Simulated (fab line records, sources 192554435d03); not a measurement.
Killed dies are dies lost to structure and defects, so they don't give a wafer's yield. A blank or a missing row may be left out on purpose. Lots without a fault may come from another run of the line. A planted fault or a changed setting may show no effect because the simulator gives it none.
Chamber matching | flow n5_finfet | N5_MOL_CONTACT_COAG_CO_FILL_22 on cvd_co-02: 3 sister chambers
The step material Co, precursor CCTBA/H2, target thk 20 nm. 3 wafers are shown with their chamber, then 12 later ones without.

WAFERS WITH THEIR CHAMBER
wafer  | chamber | heater_power_w (W)
L091.2 | 1       | 214
L091.4 | 0       | 246
L091.6 | 2       | 258

WAFERS WITHOUT THEIR CHAMBER
wafer  | heater_power_w (W)
L092.2 | 253
L092.4 | 247
L092.5 | 255
L093.2 | 212
L093.3 | 254
L093.4 | 242
L095.4 | 211
L095.5 | 247
L095.6 | 255
L097.1 | 262
L097.4 | 216
L097.5 | 247

WHICH CHAMBER EACH WENT THROUGH
wafer  | from the rows above     | in truth
L092.2 | can't be placed: 2 or 0 | 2
L092.4 | 0                       | 0
L092.5 | can't be placed: 2 or 0 | 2
L093.2 | 1                       | 1
L093.3 | can't be placed: 2 or 0 | 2
L093.4 | 0                       | 0
L095.4 | 1                       | 1
L095.5 | 0                       | 0
L095.6 | can't be placed: 2 or 0 | 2
L097.1 | 2                       | 2
L097.4 | 1                       | 1
L097.5 | 0                       | 0
Placed correctly: 8 of 12. Can't be placed from these rows: 4 (the true chamber is among the candidates in 4). Placed wrongly: 0.
How it was worked out, from the rows above alone: a wafer's distance from a chamber is the root of the sum, over the readings, of the square of ((its reading less the chamber's mean) divided by the reading's scatter). The wafer belongs to the nearest chamber; if the next one is less than 2 further off, it can't be placed. A chamber's mean is the mean of its shown wafers. The scatter: with one shown wafer a chamber, the root of the mean of the squares of how far each hidden wafer lies from its nearest shown one.
